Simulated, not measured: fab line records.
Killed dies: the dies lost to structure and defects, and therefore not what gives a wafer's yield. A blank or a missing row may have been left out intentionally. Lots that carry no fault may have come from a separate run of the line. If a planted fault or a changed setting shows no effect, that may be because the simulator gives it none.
Chamber matching | flow nand_harc | 4 sister chambers for NHARC_A_WL_FILL_ALD_00 on ald_hk-03
The step deposits Al2O3, target thk 3 nm, pulse time 3 s, ald cycles 30. 7 wafers are shown with their chamber, then 8 later ones without.

## WAFERS, EACH WITH ITS CHAMBER
wafer  | chamber | heater_power_w (W) | precursor_pulse_height_rel
L078.5 | 3       | 464                | 1.003
L078.6 | 0       | 469                | 0.961
L080.4 | 0       | 459                | 1.002
L083.2 | 1       | 425                | 0.961
L083.5 | 2       | 531                | 1.001
L083.6 | 1       | 436                | 1.019
L088.1 | 2       | 524                | 0.996

## WAFERS MISSING THEIR CHAMBER
wafer  | heater_power_w (W) | precursor_pulse_height_rel
L088.3 | 472                | 0.992
L088.6 | 461                | 1.001
L089.2 | 526                | 1.008
L089.5 | 457                | 0.981
L089.6 | 426                | 1.000
L094.2 | 475                | 0.965
L094.5 | 433                | 0.979
L094.6 | 461                | 1.013

## WHICH CHAMBER EACH ONE RAN IN
wafer  | from the rows above     | in truth
L088.3 | can't be placed: 0 or 3 | 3
L088.6 | can't be placed: 3 or 0 | 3
L089.2 | 2                       | 2
L089.5 | can't be placed: 0 or 3 | 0
L089.6 | 1                       | 1
L094.2 | can't be placed: 0 or 3 | 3
L094.5 | 1                       | 1
L094.6 | can't be placed: 3 or 0 | 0
Correctly placed: 3 of 8. Not placeable from these rows: 5 (in 5, the candidates include the true chamber). Wrongly placed: 0.
How it was worked out, from the rows above alone: a wafer's distance from a chamber is the root of the sum, over the readings, of the square of ((its reading less the chamber's mean) divided by the reading's scatter). The wafer belongs to the nearest chamber; if the next one is less than 2 further off, it can't be placed. Each chamber's mean is taken over the wafers shown for it. The scatter is the square root of a quotient: the sum, over the shown wafers, of each reading's squared deviation from its chamber's mean, divided by wafers minus chambers.
